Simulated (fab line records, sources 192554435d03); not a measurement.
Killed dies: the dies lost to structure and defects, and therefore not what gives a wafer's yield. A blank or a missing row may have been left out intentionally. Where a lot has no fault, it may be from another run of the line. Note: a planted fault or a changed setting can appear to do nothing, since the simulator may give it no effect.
A single fault, viewed from 2 desks    flow n5_finfet    only its own numbers are on each desk; what lay behind them is given at the end

## AT THE METROLOGY DESK
Means of the sampled wafers that have a number, per lot and without regard to the tool the lot ran on: this is what the gauges read. The brackets show how far a lot's mean lies from the usual mean; more than 4 standard deviations puts the lot out of limits, marked OUT. Shown here are 7 of its 10 readings, the ones lying furthest out on some lot.
Columns: A = DIBL_N at N5_BEOL_M4_RC_MEAS_101, usual 36.3 mV/V; B = IOFF_N at N5_BEOL_M4_RC_MEAS_101, usual 0.161 nA/um; C = ION_N at N5_BEOL_M4_RC_MEAS_101, usual 676 uA/um; D = ION_P at N5_BEOL_M4_RC_MEAS_101, usual 462 uA/um; E = SS_N at N5_BEOL_M4_RC_MEAS_101, usual 71.5 mV/dec; F = SS_P at N5_BEOL_M4_RC_MEAS_101, usual 73.2 mV/dec; G = VT_N at N5_BEOL_M4_RC_MEAS_101, usual 249.1 mV
lot   first seen here  A     B      C    D    E     F     G
L165  day 8 08:08      37.5  0.184  683  468  71.3  73.6  246.3
L173  day 9 20:40      34.8  0.160  679  463  72.0  72.6  247.2
L180  day 11 16:34     37.5  0.165  672  460  71.3  73.0  249.2
L184  day 12 14:52     37.4  0.182  688  464  72.0  73.1  247.7
L186  day 13 06:36     35.9  0.170  677  459  72.0  73.4  247.6
This desk found nothing out of limits on any of the 5 lots.

## AT THE TOOL OWNER'S DESK: rie_diel-04
The tool's own readings at N5_BEOL_M2_ETCH_41 (etches SiCN in CH3F/O2, target depth 29.9 nm, time 52.5 s): means of the sampled wafers that have a number, for each lot that ran on this tool. The brackets show how far a lot's mean lies from the usual mean; more than 4 standard deviations puts the lot out of limits, marked OUT.
Columns: A = chamber_pressure_mTorr at N5_BEOL_M2_ETCH_41, usual 30.00 mTorr; B = drypump_motor_current_A at N5_BEOL_M2_ETCH_41, usual 5.9 A; C = oes_product_au at N5_BEOL_M2_ETCH_41, usual 0.79 a.u.; D = rf_vpp_V at N5_BEOL_M2_ETCH_41, usual 297.5 V; E = showerhead_plenum_p_Torr at N5_BEOL_M2_ETCH_41, usual 2.01 Torr; F = throttle_valve_pct at N5_BEOL_M2_ETCH_41, usual 16.32 %
lot   first seen here  A      B    C     D      E     F
L173  day 8 19:22      30.00  5.7  0.74  299.2  2.05  16.29
L180  day 10 16:00     30.03  5.7  0.88  297.7  2.01  16.32
This desk found nothing out of limits on any of the 2 lots.

## BROUGHT TOGETHER
At the metrology desk, nothing out of limits was observed.
The tool owner's desk saw nothing out of limits.

## WHAT THE SIMULATOR HAD PUT IN
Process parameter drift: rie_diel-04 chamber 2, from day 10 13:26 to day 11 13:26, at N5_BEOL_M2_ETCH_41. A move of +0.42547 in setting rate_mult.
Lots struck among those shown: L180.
